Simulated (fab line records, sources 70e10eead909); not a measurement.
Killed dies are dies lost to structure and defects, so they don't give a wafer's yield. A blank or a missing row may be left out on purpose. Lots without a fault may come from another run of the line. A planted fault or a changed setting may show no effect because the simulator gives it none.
fab line records | flow nand_harc
record lots=11 wafers=33 last_day=34
route steps=1302 shown A_SLIT@939 A_WL_FILL@966
lots that met no fault: from a run of the same line without faults
start_h: hours from the record's first day to the start of the lot's first wafer shown | wait_h: hours since the lot's step before | " the same as in the row above | L1.1+2: a row that stands for several wafers | - no value, or no start given | * or withheld: withheld | < > ~ a bound
route shown NAME@n: a module of which the file shows steps, and the number in the route of the first | usual: mean/standard deviation of fault-free wafers | same: alike in all rows | chamber/n: place in a boat | sites: the reading at each site | _std_site: their standard deviation | _edge_site: outer sites' mean less inner sites' | radius_mm: how far each site lies from the wafer's centre | mask NAME#n: copy n | behind: the tool/chamber that last shaped the wafer | hold: why the lot was held/for how many hours/how that ended | device: the transistor (n, p or np) that didn't switch | end of line: the same wafers' tests at the end of the route | a step without rows: its recipe alone | killed: dies lost to structure and defects at the first sort, not the wafer's yield | map: a wafer's dies, x killed, . not, _ none there
set.NAME: the setting as run; set.NAME@STEP: as run at that earlier step | model.NAME: the simulator's own value behind a step, which no gauge read
steps of the route over a sample of lots; a table a step, a row a wafer
services: from which hour (start_h, from the record's first day; less than 0 if before it) a tool's chamber was out of use, for how many hours, and why
## steps
# step NHARC_A_SLIT_ETCH_17
# recipe bias_v=900 source_w=withheld pressure_mtorr=20 ar_flow_sccm=375 c4f8_flow_sccm=83.3 o2_flow_sccm=41.7 time_s=4254.5 target_depth_a=2.03e+05 chemistry=C4F8/O2/Ar
# usual chamber_pressure_mTorr=20.002/0.021 drypump_motor_current_A=6.1/0.4 o2_flow_sccm=41.71/0.11 showerhead_plenum_p_Torr=3.62/0.15 throttle_valve_pct=32.045/0.01
# columns lot.wafer tool chamber start_h wait_h chamber_pressure_mTorr drypump_motor_current_A o2_flow_sccm rf_hours_counter_h showerhead_plenum_p_Torr throttle_valve_pct
L454.1 har_etch-01 1 470.38 - 19.993 5.7 41.80 260 3.64 32.037
L454.4 " 0 472.18 - 19.998 6.1 41.89 - 3.48 32.057
L454.6 " 0 473.38 - 19.974 6.1 41.79 - 3.48 32.041
L456.2 har_etch-01 1 495.92 - 20.046 5.7 41.75 271 3.64 32.048
L456.4 " 1 497.12 - 20.004 5.7 41.63 - 3.64 32.037
L456.3 " 0 " " 20.008 6.1 41.46 - 3.48 32.028
L457.1 har_etch-02 1 496.02 - 19.999 5.9 41.53 65 3.62 32.036
L457.4 " 1 497.23 - 19.998 5.9 41.69 - 3.62 32.051
L457.5 " 1 498.44 - 19.966 5.9 41.61 - 3.62 32.044
L459.2 har_etch-02 0 551.94 - 19.987 6.8 41.79 96 3.89 32.052
L459.5 " 0 554.39 - 20.015 6.8 41.73 - 3.89 32.042
L459.6 " 1 " " 20.032 6.0 41.57 - 3.60 32.030
L464.2 har_etch-01 0 576.52 - 19.987 6.1 41.62 321 3.45 32.068
L464.4 " 0 577.71 - 19.996 6.1 41.73 - 3.45 32.055
L464.6 " 1 " " 20.010 5.7 41.88 - 3.61 32.040
L467.2 har_etch-02 1 598.15 - 19.990 5.9 41.69 123 3.59 32.049
L467.3 " 0 " " 20.008 6.8 41.59 - 3.87 32.035
L467.4 " 1 " " 20.011 6.0 41.75 - 3.59 32.045
L465.2 har_etch-02 0 601.32 - 20.006 6.8 41.80 127 3.87 32.029
L465.3 " 1 603.14 - 20.048 5.9 41.64 - 3.59 32.045
L465.5 " 0 " " 19.998 6.8 41.64 - 3.87 32.042
L469.2 har_etch-02 1 636.58 - 20.025 6.0 41.68 146 3.58 32.062
L469.4 " 0 " " 20.003 6.8 41.90 - 3.86 32.059
L469.5 " 1 638.95 - 19.974 6.0 41.62 - 3.58 32.039
L472.2 har_etch-02 0 669.75 - 19.990 6.8 41.62 161 3.85 32.034
L472.1 " 1 " " 19.965 5.9 41.97 161 3.57 32.031
L472.4 " 1 671.61 - 19.984 5.9 41.78 - 3.57 32.053
L473.1 har_etch-02 1 673.65 - 19.971 5.9 41.52 165 3.57 32.057
L473.3 " 1 674.86 - 20.003 6.0 41.83 - 3.57 32.040
L473.5 " 1 676.06 - 20.037 5.9 41.65 - 3.57 32.045
L475.1 har_etch-01 1 691.63 - 20.003 5.7 41.78 390 3.57 32.056
L475.4 " 1 692.84 - 20.004 5.7 41.53 - 3.57 32.044
L475.5 " 1 694.05 - 20.032 5.7 41.70 - 3.57 32.048
# step NHARC_A_SLIT_ETCH_29
# recipe target_depth_a=1000 overetch_a=100 time_s=55 ion_energy_ev=100 cf4_flow_sccm=80 o2_flow_sccm=20 ar_flow_sccm=0 rf_w=300 bias_w=100 chemistry=CF4/O2
# usual chamber_pressure_mTorr=29.999/0.027 drypump_motor_current_A=5.5/0.34 o2_flow_sccm=20.00/0.056 oes_product_au=0.998/0.0067 rf_vpp_V=197.7/1.2 showerhead_plenum_p_Torr=1.33/0.051 throttle_valve_pct=13.398/0.0088
# columns lot.wafer tool chamber start_h wait_h chamber_pressure_mTorr drypump_motor_current_A o2_flow_sccm oes_product_au rf_hours_counter_h rf_vpp_V showerhead_plenum_p_Torr throttle_valve_pct
L454.1 rie_diel-03 3 474.86 0.1 29.991 5.1 19.99 1.004 0 199.1 1.34 13.393
L454.4 " 0 " " 29.988 5.3 20.05 0.994 0 197.0 1.30 13.417
L454.6 " 0 " " 29.987 5.3 19.92 0.992 - 197.0 1.30 13.398
L456.4 rie_diel-11 1 500.40 0.1 30.031 6.0 20.00 1.000 3 197.6 1.33 13.400
L456.3 " 2 " " 30.009 5.9 19.96 1.002 3 195.5 1.28 13.386
L456.2 " 3 " " 29.985 5.4 19.88 0.994 3 197.1 1.29 13.397
L457.1 rie_diel-03 1 500.53 0.1 30.010 6.0 20.00 0.998 1 195.1 1.28 13.388
L457.4 " 2 " " 30.003 5.3 20.07 1.000 1 196.0 1.25 13.384
L457.5 " 1 " " 29.956 6.0 19.93 0.996 - 196.8 1.28 13.401
L459.2 rie_diel-03 3 556.52 0.1 30.008 5.1 19.98 1.010 7 198.1 1.34 13.394
L459.6 " 3 " " 30.016 5.1 19.97 1.013 - 198.7 1.34 13.402
L459.5 " 1 " " 29.997 6.0 19.97 0.993 - 197.6 1.28 13.402
L464.4 rie_diel-01 1 580.40 0.1 30.028 5.4 20.01 1.001 0 198.3 1.40 13.402
L464.2 " 3 " " 30.014 5.7 20.02 0.994 0 199.5 1.41 13.396
L464.6 " 0 " " 29.991 4.9 20.05 0.992 - 198.8 1.42 13.400
L467.2 rie_diel-11 0 602.02 0.1 29.972 5.9 19.93 1.000 9 196.8 1.34 13.421
L467.4 " 1 " " 30.018 6.0 20.03 1.003 9 199.2 1.32 13.402
L467.3 " 3 " " 29.972 5.4 20.05 0.995 9 197.8 1.29 13.391
L465.2 rie_diel-03 0 605.85 0.1 29.990 5.3 19.99 1.004 10 197.7 1.30 13.409
L465.3 " 2 " " 29.981 5.3 19.97 0.994 7 196.4 1.25 13.386
L465.5 " 3 " " 29.976 5.1 19.97 1.015 - 196.6 1.34 13.393
L469.4 rie_diel-11 1 640.43 0.1 30.021 5.9 19.99 0.988 1 196.6 1.32 13.404
L469.2 " 0 " " 29.989 5.9 19.98 0.991 1 197.9 1.34 13.397
L469.5 " 1 " " 29.992 6.0 19.98 0.990 - 198.4 1.32 13.392
L472.1 rie_diel-01 0 674.35 0.1 30.008 4.9 20.04 0.999 5 199.4 1.41 13.389
L472.2 " 1 " " 29.989 5.4 19.97 1.009 5 197.8 1.40 13.389
L472.4 " 2 " " 30.017 5.6 20.03 1.001 5 198.7 1.31 13.400
L473.3 rie_diel-03 0 678.16 0.1 30.015 5.3 19.98 0.994 1 198.0 1.30 13.388
L473.1 " 1 " " 30.026 6.0 19.95 1.008 1 198.0 1.28 13.404
L473.5 " 3 " " 30.038 5.1 19.94 1.007 - 197.2 1.34 13.401
L475.4 rie_diel-01 1 695.55 0.1 29.980 5.4 19.90 1.007 6 197.9 1.40 13.380
L475.1 " 0 " " 30.046 4.9 20.09 0.998 5 199.0 1.41 13.404
L475.5 " 2 " " 30.042 5.6 20.03 0.996 - 197.8 1.31 13.389
# step NHARC_A_WL_FILL_ETCHBACK_16
# recipe target_depth_a=1200 time_s=24 c4f8_flow_sccm=withheld o2_flow_sccm=8 ar_flow_sccm=withheld rf_w=600 bias_w=800 chemistry=C4F8/O2/Ar
# usual chamber_pressure_mTorr=24.997/0.022 oes_product_au=0.982/0.028 rf_vpp_V=721/3.2 run_length_s=45.3/0.36
# columns lot.wafer tool chamber start_h wait_h chamber_pressure_mTorr oes_product_au rf_hours_counter_h rf_vpp_V run_length_s
L454.4 rie_diel-12 3 494.72 - 25.010 1.011 2.2 719 45.8
L454.1 " 0 " " 24.974 1.008 2.2 722 45.5
L454.6 " 3 " " 24.987 1.006 - 719 45.4
L457.1 rie_diel-10 2 518.94 - 25.007 0.996 2.6 718 45.1
L457.5 " 0 " " 25.001 0.990 - 722 45.3
L457.4 " 1 " " 24.992 0.998 - 722 44.8
L456.4 rie_diel-12 2 518.94 - 25.005 1.006 2.8 726 45.2
L456.2 " 3 " " 24.998 0.999 2.6 720 45.6
L456.3 " 1 " " 25.003 0.989 2.8 715 45.7
L459.2 rie_diel-06 1 575.13 - 24.978 0.997 2.9 721 45.4
L459.5 " 3 " " 24.986 1.005 - 724 45.2
L459.6 " 0 " " 25.008 0.995 - 719 45.9
L464.4 rie_diel-12 0 599.63 - 24.962 0.999 7.1 720 44.9
L464.2 " 1 " " 24.986 1.001 7.3 716 45.2
L464.6 " 3 " " 24.994 1.001 - 719 45.1
L467.4 rie_diel-10 3 621.51 - 24.975 0.993 0.2 726 45.8
L467.2 " 1 " " 24.996 0.995 0.3 721 45.5
L467.3 " 2 " " 25.001 0.992 0.2 720 45.0
L465.2 rie_diel-10 2 625.72 - 25.018 0.990 0.6 718 44.8
L465.3 " 0 " " 25.019 0.986 0.6 722 49.3
L465.5 " 1 " " 25.021 1.008 - 723 48.4
L469.4 rie_diel-10 3 660.98 - 25.030 0.959 1.1 726 45.7
L469.2 " 2 " " 25.027 0.957 1.1 719 45.0
L469.5 " 3 " " 25.037 0.957 - 726 49.4
L472.1 rie_diel-12 3 698.30 - 25.008 0.998 3.7 719 45.1
L472.4 " 1 " " 25.007 0.995 4.9 716 45.6
L472.2 " 2 " " 24.997 0.997 4.7 726 45.1
L473.3 rie_diel-12 3 698.38 - 24.977 0.986 3.7 720 45.1
L473.1 " 0 " " 24.981 0.995 5.6 720 45.0
L473.5 " 3 " " 24.958 0.997 - 721 45.3
L475.1 rie_diel-12 0 715.82 - 25.017 1.006 6.9 721 45.7
L475.4 " 2 " " 24.979 1.010 6.4 725 44.9
L475.5 " 0 " " 24.981 1.001 - 721 45.3
# step NHARC_A_WL_FILL_CVD_20
# recipe target_thk_a=1000 temp_c=400 pressure_torr=40 wf6_flow_sccm=40 h2_flow_sccm=1600 ar_flow_sccm=1560 time_s=74 material=W
# usual heater_power_w=824/100 throttle_valve_pct=8.10/0.3
# columns lot.wafer tool chamber start_h wait_h heater_power_w throttle_valve_pct
L454.1 cvd_w-01 1 - - 921 7.84
L454.4 " 1 " " 955 7.83
L454.6 " 0 " " 880 7.67
L456.2 cvd_w-01 0 - - 865 7.67
L456.4 " 1 " " 945 7.87
L456.3 " 0 " " 829 7.86
L457.1 cvd_w-02 0 - - 650 8.40
L457.4 " 0 " " 669 8.30
L457.5 " 0 " " 671 8.19
L459.2 cvd_w-02 0 - - 651 8.42
L459.6 " 1 " " 813 8.13
L459.5 " 0 " " 668 8.46
L464.2 cvd_w-02 1 - - 781 8.61
L464.4 " 0 " " 686 8.60
L464.6 " 0 " " 652 8.74
L467.2 cvd_w-01 0 - - 893 7.99
L467.4 " 0 " " 904 7.99
L467.3 " 1 " " 950 7.76
L465.2 cvd_w-01 1 - - 932 8.02
L465.3 " 1 " " 940 8.10
L465.5 " 1 " " 957 7.73
L469.2 cvd_w-02 1 - - 809 8.23
L469.4 " 0 " " 678 8.22
L469.5 " 1 " " 823 8.07
L472.1 cvd_w-02 0 - - 680 8.29
L472.2 " 1 " " 819 8.70
L472.4 " 0 " " 667 8.57
L473.1 cvd_w-01 1 - - 943 7.98
L473.3 " 0 " " 908 8.24
L473.5 " 0 " " 924 8.07
L475.1 cvd_w-01 1 - - 935 7.93
L475.4 " 0 " " 893 7.95
L475.5 " 0 " " 877 7.64
## services
# columns tool chamber start_h hours kind
cvd_w-02 - 450.50 13.0 pm
rie_diel-01 2 452.21 6.0 repair
rie_diel-01 1 452.26 2.6 repair
rie_diel-03 - 458.30 9.0 pm
rie_diel-01 0 462.93 8.3 repair
rie_diel-11 1 473.78 9.3 repair
rie_diel-12 0 474.89 4.5 repair
rie_diel-10 3 509.78 9.9 repair
rie_diel-12 1 510.36 6.5 repair
rie_diel-12 - 510.53 0.8 repair
rie_diel-03 2 539.89 20.4 repair
cvd_w-01 - 547.36 13.0 pm
har_etch-02 - 574.08 4.1 repair
rie_diel-10 - 596.50 9.0 pm
rie_diel-03 1 600.10 3.8 repair
rie_diel-12 - 622.40 9.0 pm
har_etch-02 - 629.90 1.7 repair
cvd_w-02 - 631.50 13.0 pm
rie_diel-03 - 635.30 9.0 pm
rie_diel-12 3 651.60 14.3 repair
cvd_w-01 - 653.22 0.7 repair
rie_diel-12 - 665.74 0.3 repair
rie_diel-10 3 714.01 11.1 repair
rie_diel-10 0 719.73 1.7 repair
## key
first_sign step=NHARC_A_WL_FILL_ETCHBACK_16 reading=run_length_s direction=up sigmas=10 usual=* struck=*
effect none on later readings
met_at NHARC_A_WL_FILL_ETCHBACK_16
struck_lots L465,L469
struck_wafers L465.3,L465.5,L469.5
tester_left_out L465,L469
not_acting_at NHARC_A_SLIT_ETCH_17,NHARC_A_SLIT_ETCH_29,NHARC_A_WL_FILL_CVD_20
onset_between 621.51 625.72
fault kind=process_parameter_drift tool=rie_diel-10 chamber=- onset_h=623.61 steps=NHARC_A_WL_FILL_ETCHBACK_16 channel=time_s offset=* shape=step end_h=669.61 scope=struck_wafers_only acts_in=* stated=*
# tester_left_out: of these lots the tester's yield and bins aren't shown, on N5 and GAA mostly nor the transistor test; their killed dies are dies lost to structure and defects alone, not to doping, threshold or leakage, so they don't give the yield
